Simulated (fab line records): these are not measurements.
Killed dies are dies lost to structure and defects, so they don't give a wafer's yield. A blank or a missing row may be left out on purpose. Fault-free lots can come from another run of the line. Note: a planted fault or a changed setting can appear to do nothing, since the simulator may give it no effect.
The tool behind it: which one? + flow nandHarc + Sampling: 12 lots, 36 wafers, 2 of 1302 route steps

== WHAT EACH GAUGE READ, for each wafer ==
NHARC_A_ONON_D2_THK_MEAS_18: measures by ellipsometry.
| lot  | measured     | on           | thkNm (nm)     |
|------|--------------|--------------|----------------|
| L075 | day 12 23:41 | filmMetro-02 | 1002 1006 1004 |
| L078 | day 14 08:41 | filmMetro-01 | 997 996 996    |
| L079 | day 15 04:19 | filmMetro-01 | 998 997 998    |
| L081 | day 15 18:06 | filmMetro-01 | 992 991 992    |
| L083 | day 16 18:17 | filmMetro-01 | 1001 1003 1001 |
| L086 | day 18 00:26 | filmMetro-02 | 997 996 998    |
| L088 | day 19 03:33 | filmMetro-02 | 992 990 990    |
| L090 | day 19 10:50 | filmMetro-01 | 994 994 994    |
| L091 | day 19 23:24 | filmMetro-02 | 1006 1004 1004 |
| L094 | day 21 05:26 | filmMetro-01 | 1005 1006 1006 |
| L095 | day 22 01:16 | filmMetro-02 | 1012 1010 1009 |
| L097 | day 22 08:33 | filmMetro-01 | 1008 1008 1007 |

== TOOL THAT RAN EACH LOT (tool first, then ch and the chambers of the sampled wafers, then the start) ==
| lot  | NHARC_A_DECK1_JOINT_ETCHBACK_07 |
|------|---------------------------------|
| L075 | rieSi-05 ch 1,2,3, day 11 02:07 |
| L078 | rieSi-02 ch 0,2, day 12 06:46   |
| L079 | rieSi-06 ch 0,1,3, day 12 21:41 |
| L081 | rieSi-02 ch 0,3, day 13 17:58   |
| L083 | rieSi-05 ch 0,1,3, day 14 20:36 |
| L086 | rieSi-05 ch 0,1,3, day 15 21:04 |
| L088 | rieSi-06 ch 1,2,3, day 17 06:07 |
| L090 | rieSi-02 ch 0,1, day 17 12:25   |
| L091 | rieSi-02 ch 1,3, day 18 04:59   |
| L094 | rieSi-02 ch 0,1,3, day 19 04:22 |
| L095 | rieSi-05 ch 2,3, day 20 00:10   |
| L097 | rieSi-05 ch 1,2, day 20 11:21   |
- NHARC_A_DECK1_JOINT_ETCHBACK_07: etches the open film in HBr, target depth 105 nm, time 26.9 s.

== THE ANSWER, worked out from the rows above alone ==
Rule: what is usual is taken from the lots themselves. Put in order of their means at a reading, lots are off if they are a third of the lots or fewer, leave a main group of 4 or more, and stand apart from it by a gap of 3 or more times the standard deviation of the main group's means; of several such gaps the widest counts. If all means in a main group match to the digits the tables above print for the reading, that group is not used. A lot without any number at a reading at which 4 lots or more have one is off too. All remaining lots with rows at the step are treated as sound.
No lot is off on any of the readings shown, so nothing can be concluded from this.

== WHAT THE SIMULATOR PUT IN ==
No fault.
